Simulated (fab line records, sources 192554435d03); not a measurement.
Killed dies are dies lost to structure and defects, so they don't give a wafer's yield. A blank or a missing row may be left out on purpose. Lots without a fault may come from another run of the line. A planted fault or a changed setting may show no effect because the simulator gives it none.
Chamber matching | flow n5_finfet | N5_BEOL_M3_PRE_CLEAN_60 on cvd_co-02: 3 sister chambers
The step time 15 s. 6 wafers are shown with their chamber, then 7 later ones without.

WAFERS WITH THEIR CHAMBER
wafer  | chamber | heater_power_w (W) | rf_fwd_power_W (W)
L397.5 | 2       | 52                 | 294.5
L401.2 | 1       | 68                 | 298.8
L401.3 | 0       | 111                | 295.2
L401.4 | 1       | 66                 | 298.5
L402.2 | 0       | 113                | 294.8
L402.4 | 2       | 52                 | 296.4

WAFERS WITHOUT THEIR CHAMBER
wafer  | heater_power_w (W) | rf_fwd_power_W (W)
L402.5 | 111                | 294.2
L403.2 | 53                 | 296.5
L403.3 | 68                 | 297.4
L403.4 | 68                 | 297.1
L407.1 | 52                 | 297.4
L407.2 | 114                | 294.8
L407.5 | 113                | 292.1

WHICH CHAMBER EACH WENT THROUGH
wafer  | from the rows above | in truth
L402.5 | 0                   | 0
L403.2 | 2                   | 2
L403.3 | 1                   | 1
L403.4 | 1                   | 1
L407.1 | 2                   | 2
L407.2 | 0                   | 0
L407.5 | 0                   | 0
Placed correctly: 7 of 7. Can't be placed from these rows: 0. Placed wrongly: 0.
How it was worked out, from the rows above alone: a wafer's distance from a chamber is the root of the sum, over the readings, of the square of ((its reading less the chamber's mean) divided by the reading's scatter). The wafer belongs to the nearest chamber; if the next one is less than 2 further off, it can't be placed. A chamber's mean is the mean of its shown wafers. The scatter: the root of (the sum of the squares of (reading less its chamber's mean) over the shown wafers, divided by (wafers less chambers)).
